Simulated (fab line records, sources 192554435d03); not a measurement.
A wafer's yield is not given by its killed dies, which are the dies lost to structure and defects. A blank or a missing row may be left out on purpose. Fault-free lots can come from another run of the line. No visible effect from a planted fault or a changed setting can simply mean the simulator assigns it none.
Chamber matching	flow n5 finfet	N5_BEOL_M5_STRIP_64 on rie diel-01: 4 sister chambers
The step strips in CF4. 4 wafers are shown with their chamber, then 9 later ones without.

EACH WAFER AND ITS CHAMBER
wafer	chamber	throttle valve pct (%)
L076.2	0	13.87
L084.6	2	13.68
L088.4	1	13.67
L088.5	3	13.08

WAFERS WHOSE CHAMBER IS MISSING
wafer	throttle valve pct (%)
L090.2	13.09
L090.3	13.35
L090.5	13.09
L092.2	13.70
L092.4	13.35
L092.5	13.70
L095.1	13.36
L095.2	13.71
L095.4	13.71

WHICH CHAMBER EACH ONE RAN IN
wafer	from the rows above	in truth
L090.2	3	3
L090.3	can't be placed: 3 or 1 or 2 or 0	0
L090.5	3	3
L092.2	can't be placed: 2 or 1 or 0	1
L092.4	can't be placed: 3 or 1 or 2 or 0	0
L092.5	can't be placed: 2 or 1 or 0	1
L095.1	can't be placed: 3 or 1 or 2 or 0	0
L095.2	can't be placed: 2 or 1 or 0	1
L095.4	can't be placed: 2 or 1 or 0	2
Correctly placed: 2 of 9. From these rows, 7 cannot be placed; in 7 the true chamber is one of the candidates. Number placed wrongly: 0.
How it was worked out, from the rows above alone: a wafer's distance from a chamber is the root of the sum, over the readings, of the square of ((its reading less the chamber's mean) divided by the reading's scatter). The wafer belongs to the nearest chamber; if the next one is less than 2 further off, it can't be placed. The mean given for a chamber averages the wafers shown for that chamber. The scatter: with one shown wafer a chamber, the root of the mean of the squares of how far each hidden wafer lies from its nearest shown one.
